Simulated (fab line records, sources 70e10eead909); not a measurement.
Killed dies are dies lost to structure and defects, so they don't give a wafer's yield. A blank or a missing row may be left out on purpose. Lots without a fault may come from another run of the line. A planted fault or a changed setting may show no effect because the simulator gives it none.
Chamber matching | flow nand_harc | NHARC_THIN_TSV_ETCHBACK_48 on rie_diel-10: 4 sister chambers
The step etches the open film in C4F8/Ar, target depth 1028.5 nm, time 405.17 s. 4 wafers are shown with their chamber, then 8 later ones without.

WAFERS WITH THEIR CHAMBER
wafer  | chamber | rf_vpp_V (V)
L629.5 | 2       | 542.4
L630.3 | 3       | 549.6
L630.5 | 0       | 546.0
L633.2 | 1       | 545.1

WAFERS WITHOUT THEIR CHAMBER
wafer  | rf_vpp_V (V)
L633.5 | 545.3
L633.6 | 549.2
L634.4 | 549.6
L634.5 | 545.2
L634.6 | 542.1
L642.1 | 544.9
L642.2 | 541.9
L642.5 | 548.0

WHICH CHAMBER EACH WENT THROUGH
wafer  | from the rows above     | in truth
L633.5 | can't be placed: 1 or 0 | 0
L633.6 | 3                       | 3
L634.4 | 3                       | 3
L634.5 | can't be placed: 1 or 0 | 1
L634.6 | 2                       | 2
L642.1 | can't be placed: 1 or 0 | 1
L642.2 | 2                       | 2
L642.5 | can't be placed: 3 or 0 | 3
Placed correctly: 4 of 8. Can't be placed from these rows: 4 (the true chamber is among the candidates in 4). Placed wrongly: 0.
How it was worked out, from the rows above alone: a wafer's distance from a chamber is the root of the sum, over the readings, of the square of ((its reading less the chamber's mean) divided by the reading's scatter). The wafer belongs to the nearest chamber; if the next one is less than 2 further off, it can't be placed. A chamber's mean is the mean of its shown wafers. The scatter: with one shown wafer a chamber, the root of the mean of the squares of how far each hidden wafer lies from its nearest shown one.
